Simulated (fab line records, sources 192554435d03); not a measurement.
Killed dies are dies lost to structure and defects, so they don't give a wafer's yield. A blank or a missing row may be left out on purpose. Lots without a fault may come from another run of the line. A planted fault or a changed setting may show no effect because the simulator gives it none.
fab line records | flow n5_finfet | part 2 of 2: steps 5 to 6 of 6
record lots=21 wafers=63 last_day=17
route steps=1938 shown GATE_CUT@493 MOL_CONTACT_COAG@535
lots that met no fault: from a run of the same line without faults
start_h: hours from the record's first day to the start of the lot's first wafer shown | wait_h: hours since the lot's step before | " the same as in the row above | L1.1+2: a row that stands for several wafers | - no value, or no start given | * or withheld: withheld | < > ~ a bound
route shown NAME@n: a module of which the file shows steps, and the number in the route of the first | usual: mean/standard deviation of fault-free wafers | same: alike in all rows | chamber/n: place in a boat | sites: the reading at each site | _std_site: their standard deviation | _edge_site: outer sites' mean less inner sites' | radius_mm: how far each site lies from the wafer's centre | mask NAME#n: copy n | behind: the tool/chamber that last shaped the wafer | hold: why the lot was held/for how many hours/how that ended | device: the transistor (n, p or np) that didn't switch | end of line: the same wafers' tests at the end of the route | a step without rows: its recipe alone | killed: dies lost to structure and defects at the first sort, not the wafer's yield | map: a wafer's dies, x killed, . not, _ none there
set.NAME: the setting as run; set.NAME@STEP: as run at that earlier step | model.NAME: the simulator's own value behind a step, which no gauge read
steps of the route over a sample of lots; a table a step, a row a wafer
services: from which hour (start_h, from the record's first day; less than 0 if before it) a tool's chamber was out of use, for how many hours, and why
## steps
# step N5_MOL_CONTACT_COAG_SPUTTER_143
# recipe material=Co target_thk_a=25 temp_c=25 chamber_pressure_pa=0.2
# usual chamber_pressure_pa=0.2000/0.00037 susceptor_temp_C=25.01/0.099 throttle_valve_pct=29.8/1
# columns lot.wafer tool chamber start_h wait_h chamber_pressure_pa susceptor_temp_C throttle_valve_pct
L074.1 pvd_sputter-01 - 99.78 0.0 0.1994 24.98 29.9
L074.3 " - " " 0.1998 24.96 30.2
L074.6 " - " " 0.1994 25.07 30.3
L075.1 pvd_sputter-02 - 99.90 0.0 0.1996 25.13 30.1
L075.3 " - " " 0.2003 24.88 28.6
L075.4 " - " " 0.2000 24.96 30.1
L076.1 pvd_sputter-03 - 105.30 0.0 0.1997 24.93 30.4
L076.4 " - " " 0.1998 24.94 29.6
L076.6 " - " " 0.2001 24.98 30.5
L078.2 pvd_sputter-01 - 115.22 0.0 0.1999 24.73 27.4
L078.3 " - " " 0.2002 25.18 30.3
L078.6 " - " " 0.1999 24.88 27.6
L077.2 pvd_sputter-01 - 119.12 0.0 0.2002 25.10 30.4
L077.5 " - " " 0.1998 25.04 29.7
L077.6 " - " " 0.1998 24.94 30.2
L079.3 pvd_sputter-02 - 125.25 0.0 0.2000 25.09 28.9
L079.5 " - " " 0.2005 25.00 30.4
L079.6 " - " " 0.2004 24.94 28.8
L080.2 pvd_sputter-02 - 128.95 0.0 0.1994 24.95 30.2
L080.3 " - " " 0.1999 24.88 28.8
L080.4 " - " " 0.2008 25.10 30.4
L081.3 pvd_sputter-01 - 135.86 0.0 0.2002 24.86 27.6
L081.4 " - " " 0.1997 24.97 29.6
L081.5 " - " " 0.1999 24.99 30.4
L082.2 pvd_sputter-03 - 139.60 0.0 0.2003 25.13 31.4
L082.4 " - " " 0.2004 25.06 29.7
L082.5 " - " " 0.1996 24.90 29.7
L083.1 pvd_sputter-02 - 143.60 0.0 0.2004 25.11 29.6
L083.2 " - " " 0.1997 25.01 28.6
L083.4 " - " " 0.2000 24.89 30.4
L084.1 pvd_sputter-01 - 154.30 0.0 0.1998 24.79 30.3
L084.2 " - " " 0.2003 25.02 29.9
L084.3 " - " " 0.2000 25.15 30.1
L085.1 pvd_sputter-01 - 159.86 0.0 0.1999 25.02 30.0
L085.3 " - " " 0.2000 24.92 30.4
L085.4 " - " " 0.1996 24.89 30.1
L086.1 pvd_sputter-02 - 166.25 0.0 0.2001 24.98 30.1
L086.2 " - " " 0.2002 24.97 30.2
L086.4 " - " " 0.2000 24.88 28.6
L087.2 pvd_sputter-01 - 169.46 0.0 0.2001 25.03 27.4
L087.4 " - " " 0.1999 24.94 30.0
L087.6 " - " " 0.2004 25.11 30.5
L088.1 pvd_sputter-02 - 177.37 0.0 0.2000 25.01 30.1
L088.3 " - " " 0.1999 24.94 30.2
L088.4 " - " " 0.1999 25.14 28.7
L089.1 pvd_sputter-01 - 178.92 0.0 0.1998 25.07 30.5
L089.3 " - " " 0.2000 25.12 29.8
L089.6 " - " " 0.2003 25.07 30.1
L091.1 pvd_sputter-01 - 195.01 0.0 0.1992 25.11 27.4
L091.4 " - " " 0.2000 25.02 30.1
L091.6 " - " " 0.2000 25.13 30.5
L092.1 pvd_sputter-01 - 206.03 0.0 0.2000 25.16 29.9
L092.4 " - " " 0.1995 25.08 30.6
L092.5 " - " " 0.2001 25.06 29.8
L094.1 pvd_sputter-03 - 213.72 0.0 0.1999 25.12 29.5
L094.2 " - " " 0.1998 25.09 31.7
L094.5 " - " " 0.1998 25.01 31.8
L095.2 pvd_sputter-03 - 223.78 0.0 0.1995 24.86 31.7
L095.3 " - " " 0.2005 25.31 30.5
L095.4 " - " " 0.1997 25.02 29.6
L096.1 pvd_sputter-01 - 227.51 0.0 0.1998 25.06 30.3
L096.4 " - " " 0.1999 25.11 29.7
L096.5 " - " " 0.2003 24.99 27.3
# step N5_MOL_CONTACT_COAG_ALD_27
# recipe material=SiOC target_thk_a=170 temp_c=400 ald_precursor_family=carbosiloxane ald_co_reactant=H2-plasma pulse_time_s=1.5 time_s=2720 purge_time_s=2 co_reactant_purge_time_s=2 ald_cycles=340 pressure_torr=2
# usual heater_power_w=856/61 precursor_pulse_height_rel=1.000/0.019 susceptor_temp_C=400.03/0.21
# columns lot.wafer tool chamber start_h wait_h heater_power_w precursor_pulse_height_rel susceptor_temp_C
L074.1 ald_sin-02 0 104.56 0.0 744 0.974 400.11
L074.3 " 1 " " 824 0.998 399.54
L074.6 " 0 " " 746 0.988 399.88
L075.1 ald_sin-01 3 104.90 0.0 920 1.002 399.96
L075.3 " 1 " " 914 0.974 399.67
L075.4 " 1 " " 908 0.987 400.08
L076.1 ald_sin-02 0 108.42 0.0 755 0.989 400.33
L076.4 " 1 " " 825 1.010 399.63
L076.6 " 0 " " 756 1.002 400.33
L078.2 ald_sin-04 0 119.29 0.0 833 0.998 400.22
L078.3 " 3 " " 841 0.971 400.07
L078.6 " 0 " " 832 1.005 400.53
L077.2 ald_sin-04 1 123.41 0.0 891 1.005 400.17
L077.5 " 3 " " 818 1.025 399.86
L077.6 " 0 " " 845 1.020 400.40
L079.3 ald_sin-02 3 130.13 0.2 875 0.999 399.85
L079.5 " 0 " " 744 1.021 400.03
L079.6 " 1 " " 817 0.993 400.24
L080.2 ald_sin-04 0 133.61 0.0 841 0.990 399.44
L080.3 " 2 " " 834 1.012 399.78
L080.4 " 0 " " 840 0.970 400.05
L081.3 ald_sin-02 3 140.45 0.0 880 1.000 400.16
L081.4 " 1 " " 823 1.005 400.05
L081.5 " 3 " " 862 1.003 400.24
L082.2 ald_sin-04 3 144.38 0.3 824 0.963 399.92
L082.4 " 1 " " 909 1.002 400.22
L082.5 " 3 " " 830 1.010 399.93
L083.1 ald_sin-02 2 146.34 0.0 947 0.996 400.00
L083.2 " 0 " " 759 1.023 400.18
L083.4 " 1 " " 840 0.998 399.88
L084.1 ald_sin-04 3 157.94 0.0 828 0.986 399.88
L084.2 " 0 " " 815 1.005 400.33
L084.3 " 1 " " 917 1.003 400.16
L085.1 ald_sin-01 2 162.89 0.0 744 0.992 400.13
L085.3 " 1 " " 906 0.994 399.92
L085.4 " 3 " " 911 0.995 400.11
L086.1 ald_sin-01 3 170.06 0.0 917 0.985 400.13
L086.2 " 1 " " 928 0.984 399.92
L086.4 " 0 " " 917 1.022 400.02
L087.2 ald_sin-02 3 173.56 0.0 903 1.051 400.28
L087.4 " 2 " " 922 0.972 400.22
L087.6 " 0 " " 746 1.011 400.27
L088.1 ald_sin-01 0 181.96 0.0 923 1.018 400.10
L088.3 " 3 " " 894 0.984 400.12
L088.4 " 1 " " 896 0.983 400.16
L089.1 ald_sin-02 1 182.68 0.0 829 0.993 399.71
L089.3 " 0 " " 773 0.953 400.30
L089.6 " 1 " " 844 1.028 399.78
L091.1 ald_sin-02 0 198.67 0.5 747 0.980 400.05
L091.4 " 3 " " 899 0.987 400.01
L091.6 " 1 " " 828 1.042 400.13
L092.1 ald_sin-02 0 210.04 0.0 744 0.997 399.69
L092.4 " 3 " " 862 1.008 400.21
L092.5 " 2 " " 897 0.980 400.14
L094.1 ald_sin-04 1 217.46 0.0 920 1.001 400.17
L094.2 " 2 " " 815 0.991 400.27
L094.5 " 2 " " 823 1.014 400.00
L095.2 ald_sin-02 2 228.63 0.0 952 1.021 400.17
L095.3 " 0 " " 746 1.010 399.86
L095.4 " 3 " " 857 1.001 399.76
L096.1 ald_sin-02 3 231.03 0.2 888 1.007 400.18
L096.4 " 2 " " 926 0.959 399.47
L096.5 " 0 " " 750 1.012 399.84
## services
# columns tool chamber start_h hours kind
ald_sin-01 2 70.48 2.3 repair
rie_metal-03 1 78.66 2.0 repair
ald_sin-01 - 85.47 14.0 pm
rie_diel-01 2 92.69 10.4 repair
rie_diel-05 - 93.41 0.3 repair
rie_diel-02 - 97.54 0.5 repair
ald_sin-01 2 103.09 21.5 repair
rie_diel-05 3 105.12 2.2 repair
ald_sin-02 - 111.88 6.1 pm
rie_diel-02 - 113.36 0.2 repair
rie_diel-01 0 117.13 8.1 repair
rie_diel-02 1 122.10 29.3 repair
rie_diel-06 3 134.11 4.1 repair
pvd_sputter-03 - 152.30 1.4 repair
ald_sin-04 3 164.23 72.6 repair
rie_metal-03 - 165.82 2.8 pm
rie_diel-05 0 167.54 4.6 repair
ald_sin-04 0 176.52 6.5 repair
ald_sin-04 - 176.75 14.0 pm
rie_diel-06 - 176.96 1.2 repair
rie_diel-03 2 185.10 3.2 repair
rie_diel-05 - 196.32 1.0 repair
rie_diel-06 2 204.70 3.3 repair
ald_sin-04 0 205.22 2.2 repair
